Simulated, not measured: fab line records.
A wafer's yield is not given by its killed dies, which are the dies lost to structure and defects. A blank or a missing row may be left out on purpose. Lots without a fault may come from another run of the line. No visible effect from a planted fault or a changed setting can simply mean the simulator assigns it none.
Matching of chambers :: flow n5_finfet :: 3 sister chambers for N5_BEOL_M0_SAQP_PECVD_03 on pecvd-04
The step deposits SiCN from 3MS/NH3, target thk 12 nm, time 21.1 s. 3 wafers are shown with their chamber, then 9 later ones without.

## EACH WAFER AND ITS CHAMBER
wafer: L084.1
chamber: 0
showerhead_plenum_p_Torr (Torr): 3.672

wafer: L084.2
chamber: 1
showerhead_plenum_p_Torr (Torr): 3.649

wafer: L084.3
chamber: 2
showerhead_plenum_p_Torr (Torr): 3.671

## WAFERS WITHOUT THEIR CHAMBER
wafer: L094.1
showerhead_plenum_p_Torr (Torr): 3.657

wafer: L094.2
showerhead_plenum_p_Torr (Torr): 3.667

wafer: L094.3
showerhead_plenum_p_Torr (Torr): 3.673

wafer: L094.4
showerhead_plenum_p_Torr (Torr): 3.655

wafer: L094.5
showerhead_plenum_p_Torr (Torr): 3.673

wafer: L094.6
showerhead_plenum_p_Torr (Torr): 3.668

wafer: L095.1
showerhead_plenum_p_Torr (Torr): 3.676

wafer: L095.2
showerhead_plenum_p_Torr (Torr): 3.667

wafer: L095.4
showerhead_plenum_p_Torr (Torr): 3.671

## THE CHAMBER EACH PASSED THROUGH
wafer: L094.1
from the rows above: can't be placed: 1 or 2 or 0
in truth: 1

wafer: L094.2
from the rows above: can't be placed: 2 or 0
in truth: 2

wafer: L094.3
from the rows above: can't be placed: 0 or 2
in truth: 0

wafer: L094.4
from the rows above: 1
in truth: 1

wafer: L094.5
from the rows above: can't be placed: 0 or 2
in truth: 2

wafer: L094.6
from the rows above: can't be placed: 2 or 0
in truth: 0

wafer: L095.1
from the rows above: can't be placed: 0 or 2
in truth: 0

wafer: L095.2
from the rows above: can't be placed: 2 or 0
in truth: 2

wafer: L095.4
from the rows above: can't be placed: 2 or 0
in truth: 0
Correct placement for 1 of the 9. Not placeable from these rows: 8 (in 8, the candidates include the true chamber). 0 placed wrongly.
How it was worked out, from the rows above alone: a wafer's distance from a chamber is the root of the sum, over the readings, of the square of ((its reading less the chamber's mean) divided by the reading's scatter). If the next closest chamber is less than 2 further off than the closest, the wafer can't be placed; otherwise it belongs to the closest. Each chamber's mean is taken over the wafers shown for it. The scatter: root of mean squared gap, hidden wafer to nearest shown wafer, with one shown wafer a chamber.
